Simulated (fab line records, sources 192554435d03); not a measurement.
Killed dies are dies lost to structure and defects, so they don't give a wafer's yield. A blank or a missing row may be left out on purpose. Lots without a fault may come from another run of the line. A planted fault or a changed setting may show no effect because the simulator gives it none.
A struck lot beside a sound one | flow n5_finfet | 15 steps out of a route of 1938
Sound: wafers L310.4, L310.5, L310.6. Struck: wafers L320.4, L320.5, L320.6. The cause comes at the end.
At each step with rows: each side's tool, then ch and its chambers, then its first start. Under that, the readings that differ: sound wafers | struck wafers | difference of the means | sigmas: that difference in standard deviations of wafers without a fault.
alike: readings whose means differ by less than 2 such deviations, and words and numbers that are the same on both sides. not compared: withheld readings, readings that some wafer has no value for, bounds like >300 that may hide the same value, and numbers for which the record gives no deviation and whose values overlap.
The two part at a step that has a row with sigmas, a row that says differs or no value, or rows on one side only. Numbers that don't overlap but have no deviation are shown without sigmas and don't part them. A reading that every wafer of one side lacks parts them only if that side has two wafers or more.

N5_BEOL_M8_ALD_77: deposits TaN, target thk 2 nm, pulse time 2 s, purge time 3 s.
  sound on ald_metal-02 ch 2,3, day 10 11:43; struck on ald_metal-02 ch 0,1,3, day 13 01:16
  alike: heater_power_w
  not compared: since_wet_clean_h
then, 4 steps without rows for these wafers: N5_BEOL_M8_SURFACE_TREAT_79; N5_BEOL_M8_CVD_78 (deposits Co from CCTBA/H2, target thk 2 nm, time 142.3 s); N5_BEOL_M8_SPUTTER_48 (material Cu, target thk 10 nm, time 1.667 s); N5_BEOL_M8_ECD_50 (material Cu, target thk 300 nm).
N5_BEOL_M8_ANNEAL_51: time 90 s.
  sound on rtp_anneal-01 ch 0, day 10 13:48; struck on rtp_anneal-02 ch 0, day 13 03:47
  alike: anneal_temp_c, wafer_temp_C_max
N5_BEOL_M8_CMP_52: polishes, stops on SiCOH lowk, t overpolish 6.9 s, target thk 80 nm.
  sound on cmp-04 ch 0,1,3, day 10 14:10; struck on cmp-03 ch 0,1,3, day 13 04:02
  alike: barrier_field_endpoint_s, head_pressure_psi, motor_current_A, overpolish_run_s, retaining_ring_pressure_frac, time_to_endpoint_s
N5_BEOL_M8_THK_MEAS_53: measures by xrf.
  sound on film_metro-01, day 10 14:23; struck on film_metro-01, day 13 04:15
  alike: M8_THK
then, 1 step without rows for these wafers: N5_BEOL_M8_PRE_CLEAN_55 (time 15 s).
N5_BEOL_M8_DEP_56: deposits SiCN from 3MS/NH3, target thk 10 nm, time 17.5 s.
  sound on pecvd-04 ch 1,2, day 10 14:28; struck on pecvd-01 ch 0,1,2, day 13 04:20
  alike: showerhead_plenum_p_Torr, throttle_valve_pct
  not compared: since_wet_clean_h
N5_BEOL_M8_RS_MEAS_57: measures by four-point-probe.
  sound on film_metro-02, day 10 14:32; struck on film_metro-02, day 13 04:24
  alike: M8_RS
N5_BEOL_M8_INSPECT_58: inspects for defects (darkfield).
  sound on defect_inspect-01, day 10 14:34; struck on defect_inspect-02, day 13 04:25
  alike: raw_defect_count
N5_BEOL_M9_ILD_DEP_00: deposits SiCOH lowk from DEMS/porogen, target thk 308.51 nm, time 58 s.
  sound on pecvd-01 ch 0,1,2, day 10 14:38; struck on pecvd-02 ch 0,1,2, day 13 04:29
  reading              | sound                | struck               | difference | sigmas
  susceptor_temp_C (C) | 300.04 300.05 300.41 | 302.24 302.06 302.17 | +1.99      | +11
  alike: heater_power_w, showerhead_plenum_p_Torr, throttle_valve_pct
  not compared: since_wet_clean_h
N5_BEOL_M9_CURE_71: cures SiCOH lowk, time 240 s.
  sound on uv_cure-01 ch 1, day 10 14:55; struck on uv_cure-02 ch 1, day 13 04:47
  reading          | sound             | struck            | difference | sigmas
  wafer_temp_C_max | 386.1 385.9 385.8 | 388.1 388.9 387.8 | +2.3       | +3
  alike: lamp_power_pct
-- the record jumps here: 3 days lie between the struck wafers' starts before and after (it left off in module BEOL_M9 and takes up again in module PASSIVATION, whose first step shown is number 1936 of the route) --
N5_PASSIVATION_PROBE_49:
  sound on prober-02, day 13 09:41; struck on prober-01, day 16 00:09
  reading                | sound    | struck   | difference | sigmas
  killed_short           | 45 49 49 | 35 32 19 | -19        | -2
  sort_bin_4_leakage (%) | 0 0 0    | 0.68 0 0 | +0.23      | +4
  alike: defect_limited_yield, killed_at_M0_to_M3, killed_at_M4_up, killed_at_contacts, killed_at_front_end, killed_at_other, killed_dies, killed_open, sort_bin_5_function, sort_bin_6_memory, sort_n_pass, sort_yield_pct

WHERE THEY PART
First at N5_BEOL_M9_ILD_DEP_00; last, within this record, at N5_PASSIVATION_PROBE_49.

WHY: what the simulator had put in
Process parameter drift: pecvd-02, from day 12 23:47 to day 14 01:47, at N5_BEOL_M9_ILD_DEP_00. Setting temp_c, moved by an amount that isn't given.
